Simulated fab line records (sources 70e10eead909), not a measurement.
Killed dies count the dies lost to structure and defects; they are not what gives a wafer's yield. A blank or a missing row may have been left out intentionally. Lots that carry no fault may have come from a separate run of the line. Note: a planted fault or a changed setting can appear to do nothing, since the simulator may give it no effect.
Chamber matching || flow nand-harc || cmp-01 running NHARC_P_CONTACT_CMP_24: 4 sister chambers
The step polishes, t overpolish 30 s, target thk 200 nm. 4 wafers are shown with their chamber, then 9 later ones without.

== WAFERS, EACH WITH ITS CHAMBER ==
{"wafer": "L086.6", "chamber": 3, "motor-current-A (A)": 10.8}
{"wafer": "L087.2", "chamber": 1, "motor-current-A (A)": 11.9}
{"wafer": "L087.4", "chamber": 2, "motor-current-A (A)": 10.8}
{"wafer": "L087.5", "chamber": 0, "motor-current-A (A)": 11.8}

== WAFERS WITH NO CHAMBER GIVEN ==
{"wafer": "L090.1", "motor-current-A (A)": 11.4}
{"wafer": "L090.3", "motor-current-A (A)": 11.7}
{"wafer": "L090.6", "motor-current-A (A)": 12.2}
{"wafer": "L092.1", "motor-current-A (A)": 11.4}
{"wafer": "L092.2", "motor-current-A (A)": 10.6}
{"wafer": "L092.5", "motor-current-A (A)": 11.8}
{"wafer": "L093.3", "motor-current-A (A)": 10.9}
{"wafer": "L093.5", "motor-current-A (A)": 12.2}
{"wafer": "L093.6", "motor-current-A (A)": 11.0}

== THE CHAMBER EACH PASSED THROUGH ==
{"wafer": "L090.1", "from the rows above": "can't be placed: 0 or 1 or 2 or 3", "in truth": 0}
{"wafer": "L090.3", "from the rows above": "can't be placed: 0 or 1", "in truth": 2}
{"wafer": "L090.6", "from the rows above": "can't be placed: 1 or 0", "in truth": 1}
{"wafer": "L092.1", "from the rows above": "can't be placed: 0 or 1 or 2 or 3", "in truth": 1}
{"wafer": "L092.2", "from the rows above": "can't be placed: 2 or 3", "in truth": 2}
{"wafer": "L092.5", "from the rows above": "can't be placed: 0 or 1", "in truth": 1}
{"wafer": "L093.3", "from the rows above": "can't be placed: 2 or 3", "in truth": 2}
{"wafer": "L093.5", "from the rows above": "can't be placed: 1 or 0", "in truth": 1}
{"wafer": "L093.6", "from the rows above": "can't be placed: 2 or 3", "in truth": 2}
Correct placement for 0 of the 9. These rows do not allow placing 9 (true chamber among the candidates in 8). Placed wrongly: 0.
How it was worked out, from the rows above alone: a wafer's distance from a chamber is the root of the sum, over the readings, of the square of ((its reading less the chamber's mean) divided by the reading's scatter). If the next closest chamber is less than 2 further off than the closest, the wafer can't be placed; otherwise it belongs to the closest. Each chamber's mean is taken over the wafers shown for it. The scatter: root of mean squared gap, hidden wafer to nearest shown wafer, with one shown wafer a chamber.
